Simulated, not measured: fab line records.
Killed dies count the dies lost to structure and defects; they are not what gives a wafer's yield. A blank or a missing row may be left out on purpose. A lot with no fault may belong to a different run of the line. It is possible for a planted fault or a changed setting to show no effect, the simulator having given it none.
fab line records	flow nand_harc	part 1 of 2: steps 1 to 16 of 21
[record] lots = 5	wafers = 15	last_day = 33
route steps=1302 shown A_CHANNEL_HOLE_D1@458
lots untouched by any fault: they come from a run of this same line in which no faults occurred
start_h: hours from the record's opening day to when the first of the lot's shown wafers began	wait_h: how many hours have passed since the lot's step before this one	" repeats the value in the row above	L1.1+2: a row that stands for several wafers	- either no value or no given start	* or withheld: withheld	< > ~ a bound
route shown NAME@n: names a module that has steps shown in the file, with the first one's number in the route	usual: mean/standard deviation of fault-free wafers	same: alike in all rows	chamber/n: place in a boat	sites: per-site readings	_std_site: their standard deviation	_edge_site: outer sites' mean less inner sites'	radius_mm: how far each site lies from the wafer's centre	mask NAME#n: copy n	behind: the most recent tool/chamber to have shaped the wafer	hold: cause of the lot's hold/its duration in hours/its outcome	device: whichever transistor did not switch (one of n, p or np)	end of line: tests run on the same wafers once the route is complete	a step without rows: its recipe alone	killed: dies lost to structure and defects at the first sort, not the wafer's yield	map: a wafer's dies, marking killed ones x, the rest . and places with no die _
set.NAME: the setting that was run; set.NAME@STEP: the one run at that earlier step	model.NAME: the simulator's own value behind a step, which no gauge read
certain route steps with their lots: each step a table, each wafer a row
services: when a tool's chamber went out of use (start_h, in hours from the record's first day, below 0 if earlier), for how many hours, and the reason
[[steps]]
[step NHARC_A_CHANNEL_HOLE_D1_EBR_06]
lot.wafer	tool	chamber	start_h	wait_h
L075.4+5+6	litho_track-04	0	-	-
L074.1+2+6	litho_track-04	0	-	-
L082.1+5+6	litho_track-04	0	-	-
L084.3+5+6	litho_track-06	0	-	-
L094.3+4+5	litho_track-06	0	-	-
[step NHARC_A_CHANNEL_HOLE_D1_EXPOSE_07]
[recipe] na = 1.35	target_cd_nm = 100	sigma_outer = 0.3	dose_mj = 59.65	mask_id = HOLE_D1
[usual] exposure_dose_mJ_cm2 = 60.1/0.42
lot.wafer	tool	chamber	start_h	wait_h	mask	exposure_dose_mJ_cm2
L075.4	arfi_scanner-01	0	157.93	-	HOLE_D1#0	60.7
L075.5	"	0	"	"	HOLE_D1#0	60.6
L075.6	"	0	"	"	HOLE_D1#0	60.7
L074.1	arfi_scanner-02	0	159.97	-	HOLE_D1#0	59.6
L074.2	"	0	"	"	HOLE_D1#0	59.5
L074.6	"	0	"	"	HOLE_D1#0	59.5
L082.1	arfi_scanner-03	0	234.40	-	HOLE_D1#0	60.1
L082.5	"	0	"	"	HOLE_D1#0	60.2
L082.6	"	0	"	"	HOLE_D1#0	60.1
L084.3	arfi_scanner-02	0	249.59	-	HOLE_D1#0	59.6
L084.5	"	0	"	"	HOLE_D1#0	59.5
L084.6	"	0	"	"	HOLE_D1#0	59.5
L094.3	arfi_scanner-03	0	362.27	-	HOLE_D1#0	60.2
L094.4	"	0	"	"	HOLE_D1#0	60.2
L094.5	"	0	"	"	HOLE_D1#0	60.2
[step NHARC_A_CHANNEL_HOLE_D1_PEB_08]
[recipe] peb_temp_c = 100	peb_time_s = 65
lot.wafer	tool	chamber	start_h	wait_h
L075.4+5+6	litho_track-01	0	157.98	0.0
L074.1+2+6	litho_track-04	0	160.03	0.1
L082.1+5+6	litho_track-06	0	234.46	0.1
L084.3+5+6	litho_track-01	0	249.64	0.0
L094.3+4+5	litho_track-04	0	362.33	0.0
[step NHARC_A_CHANNEL_HOLE_D1_DEVELOP_09]
[recipe] develop_time_s = 35	dev_temp_c = 23
lot.wafer	tool	chamber	start_h	wait_h
L075.4+5+6	litho_track-01	0	-	-
L074.1+2+6	litho_track-04	0	-	-
L082.1+5+6	litho_track-06	0	-	-
L084.3+5+6	litho_track-01	0	-	-
L094.3+4+5	litho_track-04	0	-	-
[step NHARC_A_CHANNEL_HOLE_D1_CD_MEAS_10]
[recipe] target_cd_nm = 100	landing_energy_ev = 500
[usual] cd_nm = 100.0/0.41
lot.wafer	tool	chamber	start_h	wait_h	cd_nm
L075.4	cd_sem-01	0	158.06	-	100.4
L075.5	"	0	"	"	99.8
L075.6	"	0	"	"	100.0
L074.1	cd_sem-01	0	160.11	-	100.5
L074.2	"	0	"	"	100.6
L074.6	"	0	"	"	100.4
L082.1	cd_sem-02	0	234.54	-	99.7
L082.5	"	0	"	"	99.7
L082.6	"	0	"	"	100.2
L084.3	cd_sem-01	0	249.72	-	100.1
L084.5	"	0	"	"	99.8
L084.6	"	0	"	"	99.9
L094.3	cd_sem-02	0	362.41	-	100.7
L094.4	"	0	"	"	101.0
L094.5	"	0	"	"	100.3
[step NHARC_A_CHANNEL_HOLE_D1_OVL_MEAS_11]
[usual] overlay_x_nm = -0.1/0.88	overlay_y_nm = 0.0/0.99
lot.wafer	tool	chamber	start_h	wait_h	overlay_x_nm	overlay_y_nm
L075.4	overlay-01	-	158.15	-	-1.1	0.2
L075.5	"	-	"	"	-0.8	0.7
L075.6	"	-	"	"	-0.7	0.3
L074.1	overlay-01	-	160.20	-	-0.9	-1.3
L074.2	"	-	"	"	-0.8	-1.4
L074.6	"	-	"	"	-0.8	-0.9
L082.1	overlay-01	-	234.63	-	-0.7	-0.4
L082.5	"	-	"	"	-0.9	-0.7
L082.6	"	-	"	"	-0.9	-1.1
L084.3	overlay-02	-	249.81	-	1.1	-0.2
L084.5	"	-	"	"	0.0	-0.3
L084.6	"	-	"	"	0.3	-0.5
L094.3	overlay-01	-	362.49	-	0.4	1.4
L094.4	"	-	"	"	1.3	0.9
L094.5	"	-	"	"	1.2	1.4
[step NHARC_A_CHANNEL_HOLE_D1_INSPECT_12]
[usual] raw_defect_count = 5.4/2.6
lot.wafer	tool	chamber	start_h	wait_h	raw_defect_count
L075.4	defect_inspect-01	-	158.18	0.0	6
L075.5	"	-	"	"	3
L075.6	"	-	"	"	8
L074.1	defect_inspect-01	-	160.23	0.0	3
L074.2	"	-	"	"	6
L074.6	"	-	"	"	8
L082.1	defect_inspect-02	-	234.66	0.0	2
L082.5	"	-	"	"	2
L082.6	"	-	"	"	2
L084.3	defect_inspect-02	-	249.84	0.0	5
L084.5	"	-	"	"	6
L084.6	"	-	"	"	4
L094.3	defect_inspect-02	-	362.53	0.0	6
L094.4	"	-	"	"	5
L094.5	"	-	"	"	3
[step NHARC_A_CHANNEL_HOLE_D1_DESCUM_15]
[recipe] time_s = 3	o2_flow_sccm = 200	ar_flow_sccm = 0	bias_power_w = 0	chemistry = O2
[usual] drypump_motor_current_A = 5.7/0.38	mfc_ar_sccm = 0.012/0.016	oes_product_au = 0.999/0.0083	rf_vpp_V = 57.8/0.9	showerhead_plenum_p_Torr = 1.88/0.093	throttle_valve_pct = 11.311/0.0098
lot.wafer	tool	chamber	start_h	wait_h	drypump_motor_current_A	mfc_ar_sccm	oes_product_au	rf_hours_counter_h	rf_vpp_V	showerhead_plenum_p_Torr	throttle_valve_pct
L075.4	rie_diel-13	3	158.25	0.1	5.2	0.038	1.000	1	56.3	1.80	11.303
L075.5	"	2	"	"	5.9	0.002	0.979	-	58.3	1.93	11.306
L075.6	"	3	"	"	5.2	0.038	1.000	-	57.7	1.80	11.306
L074.2	rie_diel-13	0	160.30	0.1	6.0	0	0.977	2	56.8	1.82	11.285
L074.1	"	1	"	"	5.3	0	0.982	2	59.0	1.99	11.334
L074.6	"	0	"	"	6.0	0	0.991	-	57.0	1.82	11.322
L082.1	rie_diel-13	1	234.75	0.1	5.3	0	0.990	7	56.1	1.99	11.298
L082.6	"	2	"	"	5.9	0.002	0.993	-	58.6	1.93	11.299
L082.5	"	3	"	"	5.2	0.038	1.003	-	58.8	1.79	11.309
L084.3	rie_diel-13	2	249.92	0.1	5.9	0.002	1.003	8	58.2	1.92	11.311
L084.6	"	0	"	"	6.0	0	0.998	-	57.7	1.82	11.307
L084.5	"	1	"	"	5.2	0	0.999	-	57.1	1.99	11.310
L094.4	rie_diel-13	1	362.59	0.1	5.3	0	0.998	2	57.2	1.99	11.320
L094.3	"	3	"	"	5.2	0.038	0.994	2	56.7	1.79	11.331
L094.5	"	1	"	"	5.3	0	1.005	-	58.7	1.99	11.305
[step NHARC_A_CHANNEL_HOLE_D1_ETCH_38]
[recipe] target_depth_a = 390	over_etch_frac = 0.3	time_s = 65	ion_energy_ev = 80	cf4_flow_sccm = 150	ar_flow_sccm = 0	rf_w = 300	bias_w = 100	chemistry = CF4
[usual] drypump_motor_current_A = 5.7/0.37	mfc_ar_sccm = 0.013/0.016	oes_product_au = 0.998/0.0074	rf_fwd_power_W = 296.8/1.2	rf_vpp_V = 151.0/1.1	showerhead_plenum_p_Torr = 1.74/0.076	throttle_valve_pct = 13.284/0.0095
lot.wafer	tool	chamber	start_h	wait_h	drypump_motor_current_A	mfc_ar_sccm	oes_product_au	rf_fwd_power_W	rf_hours_counter_h	rf_vpp_V	showerhead_plenum_p_Torr	throttle_valve_pct
L075.4	rie_diel-13	2	158.33	0.1	5.9	0.002	0.996	295.2	1	150.0	1.78	13.289
L075.6	"	2	"	"	5.9	0.002	0.994	295.1	-	150.6	1.78	13.295
L075.5	"	3	"	"	5.2	0.038	0.995	296.1	-	150.5	1.67	13.268
L074.2	rie_diel-13	1	160.38	0.1	5.3	0	0.980	297.1	2	151.3	1.83	13.277
L074.1	"	2	"	"	5.9	0.002	0.988	297.3	1	150.6	1.78	13.270
L074.6	"	1	"	"	5.3	0	0.994	296.8	-	150.2	1.84	13.287
L082.1	rie_diel-13	3	234.82	0.1	5.1	0.038	0.996	295.9	8	149.6	1.67	13.281
L082.5	"	1	"	"	5.3	0	0.992	297.2	-	152.6	1.83	13.295
L082.6	"	2	"	"	5.9	0.002	0.998	296.5	-	152.0	1.78	13.292
L084.3	rie_diel-13	1	249.99	0.1	5.3	0	0.994	296.8	8	152.0	1.83	13.283
L084.6	"	1	"	"	5.3	0	0.983	296.0	-	152.4	1.83	13.297
L084.5	"	2	"	"	5.9	0.002	0.999	295.3	-	151.3	1.78	13.290
L094.4	rie_diel-13	1	362.67	0.1	5.3	0	1.010	296.4	2	152.7	1.83	13.277
L094.3	"	3	"	"	5.2	0.038	1.008	297.3	2	151.7	1.66	13.278
L094.5	"	1	"	"	5.3	0	1.003	297.5	-	151.8	1.83	13.291
[step NHARC_A_CHANNEL_HOLE_D1_ETCH_39]
[recipe] target_depth_a = 2600	over_etch_frac = 0.3	time_s = 325	ion_energy_ev = 200	n2_flow_sccm = 150	h2_flow_sccm = 150	ar_flow_sccm = 0	rf_w = 400	bias_w = 150	chemistry = N2/H2
[usual] drypump_motor_current_A = 5.7/0.38	mfc_ar_sccm = 0.012/0.016	oes_product_au = 0.997/0.008	rf_fwd_power_W = 399.1/1.1	rf_vpp_V = 429.3/3	showerhead_plenum_p_Torr = 2.00/0.1	throttle_valve_pct = 14.171/0.0096
lot.wafer	tool	chamber	start_h	wait_h	drypump_motor_current_A	mfc_ar_sccm	oes_product_au	rf_fwd_power_W	rf_hours_counter_h	rf_vpp_V	showerhead_plenum_p_Torr	throttle_valve_pct
L075.4	rie_diel-13	3	-	-	5.1	0.038	0.984	399.2	1	426.4	1.91	14.183
L075.6	"	3	"	"	5.1	0.038	0.986	399.5	-	427.0	1.91	14.174
L075.5	"	0	"	"	6.0	0	0.987	398.3	-	425.7	1.94	14.169
L074.1	rie_diel-13	3	-	-	5.2	0.038	0.987	399.5	1	426.9	1.91	14.175
L074.2	"	2	"	"	5.9	0.002	0.989	396.5	1	429.9	2.05	14.163
L074.6	"	0	"	"	6.0	0	0.995	397.9	-	427.5	1.94	14.157
L082.1	rie_diel-13	2	-	-	5.9	0.002	0.977	398.2	7	430.7	2.05	14.182
L082.5	"	3	"	"	5.2	0.038	0.990	398.9	-	427.5	1.91	14.167
L082.6	"	0	"	"	6.0	0	0.993	399.8	-	427.2	1.94	14.172
L084.3	rie_diel-13	2	-	-	6.0	0.002	0.993	398.7	8	431.1	2.05	14.168
L084.5	"	2	"	"	5.9	0.002	1.003	398.0	-	431.2	2.05	14.170
L084.6	"	3	"	"	5.2	0.038	0.999	400.0	-	428.8	1.91	14.166
L094.3	rie_diel-13	0	-	-	6.0	0	1.011	398.7	2	427.3	1.94	14.150
L094.4	"	3	"	"	5.2	0.038	1.002	398.5	2	427.3	1.91	14.174
L094.5	"	0	"	"	6.0	0	1.006	398.0	-	428.0	1.94	14.163
[step NHARC_A_CHANNEL_HOLE_D1_ETCH_34]
[recipe] target_depth_a = 1540	time_s = 77	cf4_flow_sccm = 100	chf3_flow_sccm = 30	ar_flow_sccm = 0	rf_w = 500	bias_w = 200	chemistry = CF4/CHF3
[usual] chf3_flow_sccm = 30.00/0.086	drypump_motor_current_A = 5.7/0.38	mfc_ar_sccm = 0.015/0.017	oes_product_au = 0.945/0.021	rf_fwd_power_W = 495.4/2	rf_vpp_V = 369.4/2.4	showerhead_plenum_p_Torr = 1.54/0.068	throttle_valve_pct = 16.803/0.0091
lot.wafer	tool	chamber	start_h	wait_h	chf3_flow_sccm	drypump_motor_current_A	mfc_ar_sccm	oes_product_au	rf_fwd_power_W	rf_hours_counter_h	rf_vpp_V	showerhead_plenum_p_Torr	throttle_valve_pct
L075.4	rie_diel-13	2	-	-	30.01	5.9	0.002	0.940	493.6	1	370.5	1.58	16.801
L075.5	"	3	"	"	29.98	5.2	0.038	0.953	496.4	-	366.3	1.48	16.798
L075.6	"	0	"	"	30.04	6.0	0	0.973	493.3	-	367.4	1.50	16.804
L074.2	rie_diel-13	0	-	-	29.95	6.0	0	0.949	495.0	2	367.6	1.50	16.803
L074.1	"	1	"	"	29.99	5.3	0	0.967	494.0	2	373.0	1.63	16.803
L074.6	"	3	"	"	29.96	5.2	0.038	0.961	495.9	-	368.4	1.48	16.786
L082.1	rie_diel-13	0	-	-	29.99	6.0	0	0.929	494.3	8	368.1	1.50	16.807
L082.6	"	2	"	"	30.05	5.9	0.002	0.923	493.1	-	370.7	1.58	16.800
L082.5	"	3	"	"	30.08	5.2	0.038	0.931	495.6	-	367.5	1.48	16.803
L084.3	rie_diel-13	2	-	-	29.94	5.9	0.002	0.924	495.4	8	369.4	1.58	16.814
L084.6	"	3	"	"	29.98	5.2	0.038	0.926	495.3	-	366.1	1.48	16.801
L084.5	"	0	"	"	29.97	6.0	0	0.926	496.8	-	366.3	1.50	16.807
L094.4	rie_diel-13	3	-	-	29.93	5.2	0.038	0.961	493.7	2	368.0	1.48	16.789
L094.3	"	0	"	"	30.00	6.0	0	0.970	493.5	2	367.9	1.50	16.797
L094.5	"	3	"	"	30.12	5.1	0.038	0.960	495.9	-	368.3	1.48	16.795
[step NHARC_A_CHANNEL_HOLE_D1_ETCH_16]
[recipe] target_depth_a = 31000	over_etch_frac = 0.3	time_s = 806	ion_energy_ev = 150	o2_flow_sccm = 400	cos_flow_sccm = 20	ar_flow_sccm = 0	rf_w = 500	bias_w = 300	chemistry = O2/COS
[usual] drypump_motor_current_A = 5.7/0.38	mfc_ar_sccm = 0.012/0.016	oes_product_au = 0.998/0.0081	rf_fwd_power_W = 499.5/1.3	rf_vpp_V = 313.2/2.3	showerhead_plenum_p_Torr = 3.06/0.14	throttle_valve_pct = 28.330/0.0084
lot.wafer	tool	chamber	start_h	wait_h	drypump_motor_current_A	mfc_ar_sccm	oes_product_au	rf_fwd_power_W	rf_hours_counter_h	rf_vpp_V	showerhead_plenum_p_Torr	throttle_valve_pct
L075.4	rie_diel-13	1	-	-	5.3	0	0.990	500.0	1	315.5	3.24	28.333
L075.6	"	0	"	"	6.0	0	0.997	498.8	-	310.7	2.98	28.331
L075.5	"	1	"	"	5.3	0	0.992	499.8	-	314.8	3.24	28.315
L074.2	rie_diel-13	1	-	-	5.3	0	0.993	499.1	2	315.9	3.24	28.323
L074.1	"	2	"	"	5.9	0.002	0.999	498.8	1	314.9	3.14	28.336
L074.6	"	3	"	"	5.2	0.038	1.005	497.0	-	311.5	2.94	28.345
L082.1	rie_diel-13	1	-	-	5.3	0	0.978	499.8	7	313.6	3.24	28.339
L082.6	"	0	"	"	6.0	0	1.002	501.2	-	311.5	2.98	28.342
L082.5	"	1	"	"	5.3	0	1.000	501.2	-	316.6	3.24	28.322
L084.3	rie_diel-13	1	-	-	5.3	0	1.001	501.4	9	316.1	3.24	28.331
L084.5	"	2	"	"	5.9	0.002	0.997	499.9	-	314.1	3.14	28.326
L084.6	"	3	"	"	5.1	0.038	1.016	499.4	-	311.7	2.94	28.319
L094.3	rie_diel-13	0	-	-	6.0	0	1.004	501.2	2	312.3	2.98	28.321
L094.4	"	1	"	"	5.3	0	1.006	500.5	2	315.5	3.24	28.335
L094.5	"	3	"	"	5.2	0.038	1.002	500.9	-	311.1	2.93	28.333
[step NHARC_A_CHANNEL_HOLE_D1_CD_MEAS_18]
[usual] cd_nm = 99.1/1.6
lot.wafer	tool	chamber	start_h	wait_h	cd_nm
L075.4	cd_sem-02	-	159.36	-	100.7
L075.5	"	-	"	"	99.7
L075.6	"	-	"	"	95.4
L074.1	cd_sem-02	-	161.39	-	99.8
L074.2	"	-	"	"	98.4
L074.6	"	-	"	"	99.5
L082.1	cd_sem-02	-	235.84	-	98.4
L082.5	"	-	"	"	98.9
L082.6	"	-	"	"	98.8
L084.3	cd_sem-02	-	251.02	-	99.6
L084.5	"	-	"	"	99.6
L084.6	"	-	"	"	100.1
L094.3	cd_sem-01	-	363.69	-	98.7
L094.4	"	-	"	"	98.1
L094.5	"	-	"	"	99.3
[step NHARC_A_CHANNEL_HOLE_D1_ETCH_19]
[recipe] bias_v = 1200	source_w = 2500	pressure_mtorr = 15	time_s = 34.5	ar_flow_sccm = 375	c4f8_flow_sccm = 28.8	o2_flow_sccm = 96.2	temp_c = -20	target_depth_a = *	chemistry = C4F8/O2/Ar
[usual] c4f8_flow_sccm = 28.79/0.094	drypump_motor_current_A = 6.0/0.62	mfc_ar_sccm = 375.0/1.2	rf_fwd_power_W = 2444/10	showerhead_plenum_p_Torr = 3.62/0.09	throttle_valve_pct = 37.037/0.0094
lot.wafer	tool	chamber	start_h	wait_h	c4f8_flow_sccm	drypump_motor_current_A	mfc_ar_sccm	rf_fwd_power_W	rf_hours_counter_h	showerhead_plenum_p_Torr	throttle_valve_pct
L075.4	har_etch-02	1	160.13	0.8	28.75	5.1	375.3	2448	-	3.81	37.033
L075.6	"	0	"	"	28.63	4.9	373.9	2442	-	3.56	37.031
L075.5	"	1	"	"	28.69	5.1	375.0	2445	-	3.81	37.038
L074.2	har_etch-01	1	166.82	5.4	28.82	6.5	376.1	2432	92	3.70	37.040
L074.1	"	0	"	"	28.78	6.3	375.8	2462	92	3.58	37.028
L074.6	"	1	"	"	28.73	6.5	373.6	2440	-	3.70	37.047
L082.1	har_etch-01	0	237.38	1.5	28.76	6.3	375.6	2462	131	3.56	37.027
L082.6	"	1	"	"	28.66	6.5	371.5	2433	-	3.68	37.046
L082.5	"	0	"	"	28.60	6.3	374.7	2469	-	3.56	37.047
L084.3	har_etch-01	0	251.14	0.1	28.87	6.2	375.7	2447	-	3.55	37.036
L084.5	"	1	"	"	28.86	6.4	375.6	2432	-	3.67	37.052
L084.6	"	0	"	"	28.97	6.2	373.7	2453	-	3.55	37.026
L094.3	har_etch-01	1	363.80	0.1	28.79	6.4	375.3	2434	-	3.64	37.058
L094.4	"	0	"	"	28.82	6.3	374.7	2450	-	3.52	37.042
L094.5	"	1	"	"	28.67	6.4	376.8	2435	-	3.64	37.026
[step NHARC_A_CHANNEL_HOLE_D1_ETCH_20]
[recipe] bias_v = 3000	source_w = withheld	pressure_mtorr = 20	time_s = 361.9	ar_flow_sccm = 375	c4f8_flow_sccm = 89.3	o2_flow_sccm = 35.7	temp_c = -20	target_depth_a = 16000	chemistry = C4F8/O2/Ar
[usual] c4f8_flow_sccm = 89.30/0.28	drypump_motor_current_A = 6.0/0.62	mfc_ar_sccm = 375.3/1.2	showerhead_plenum_p_Torr = 3.58/0.087	throttle_valve_pct = 32.155/0.0091
lot.wafer	tool	chamber	start_h	wait_h	c4f8_flow_sccm	drypump_motor_current_A	mfc_ar_sccm	rf_hours_counter_h	showerhead_plenum_p_Torr	throttle_valve_pct
L075.4	har_etch-02	1	160.34	0.2	88.73	5.1	373.2	-	3.77	32.157
L075.6	"	0	"	"	89.19	4.9	374.5	-	3.53	32.157
L075.5	"	1	"	"	89.25	5.2	375.0	-	3.77	32.165
L074.2	har_etch-01	1	166.93	0.1	89.33	6.5	377.7	92	3.66	32.157
L074.1	"	0	"	"	89.06	6.3	375.0	92	3.54	32.169
L074.6	"	1	"	"	89.11	6.4	375.5	-	3.66	32.155
L082.1	har_etch-01	0	237.52	0.1	89.43	6.3	374.8	131	3.52	32.175
L082.6	"	1	"	"	89.04	6.5	376.1	-	3.64	32.147
L082.5	"	0	"	"	89.46	6.3	376.6	-	3.52	32.149
L084.3	har_etch-01	0	251.36	0.2	89.40	6.2	374.8	-	3.52	32.155
L084.5	"	1	"	"	89.32	6.5	374.5	-	3.63	32.149
L084.6	"	0	"	"	89.42	6.3	374.1	-	3.52	32.158
L094.3	har_etch-01	1	363.98	0.2	88.75	6.5	376.9	-	3.60	32.164
L094.4	"	0	"	"	89.18	6.3	376.0	-	3.48	32.144
L094.5	"	1	"	"	89.18	6.5	376.5	-	3.60	32.162
[step NHARC_A_CHANNEL_HOLE_D1_ETCH_21]
[recipe] bias_v = 3000	source_w = withheld	pressure_mtorr = 20	time_s = 514.3	ar_flow_sccm = 375	c4f8_flow_sccm = 89.3	o2_flow_sccm = 35.7	temp_c = -20	target_depth_a = 16000	chemistry = C4F8/O2/Ar
[usual] c4f8_flow_sccm = 89.27/0.26	drypump_motor_current_A = 6.0/0.62	mfc_ar_sccm = 375.0/1.2	showerhead_plenum_p_Torr = 3.58/0.087	throttle_valve_pct = 32.155/0.0082
lot.wafer	tool	chamber	start_h	wait_h	c4f8_flow_sccm	drypump_motor_current_A	mfc_ar_sccm	rf_hours_counter_h	showerhead_plenum_p_Torr	throttle_valve_pct
L075.4	har_etch-02	1	160.72	0.3	89.14	5.1	374.3	-	3.77	32.156
L075.6	"	0	"	"	89.09	4.9	375.7	-	3.53	32.154
L075.5	"	1	"	"	89.11	5.1	374.1	-	3.77	32.158
L074.2	har_etch-01	1	167.25	0.3	88.91	6.5	373.3	93	3.66	32.159
L074.1	"	0	"	"	88.70	6.3	375.2	93	3.54	32.159
L074.6	"	1	"	"	89.39	6.5	374.7	-	3.66	32.157
L082.1	har_etch-01	0	237.85	0.3	89.94	6.3	373.9	131	3.52	32.140
L082.6	"	1	"	"	89.64	6.4	373.8	-	3.64	32.140
L082.5	"	0	"	"	89.63	6.3	373.2	-	3.52	32.158
L084.3	har_etch-01	0	251.74	0.3	89.21	6.2	373.9	-	3.52	32.153
L084.5	"	1	"	"	89.64	6.5	375.1	-	3.63	32.152
L084.6	"	0	"	"	88.85	6.2	374.0	-	3.52	32.157
L094.3	har_etch-01	1	364.34	0.3	89.40	6.4	375.8	-	3.60	32.148
L094.4	"	0	"	"	89.23	6.3	375.6	-	3.48	32.160
L094.5	"	1	"	"	89.43	6.4	375.3	-	3.60	32.158
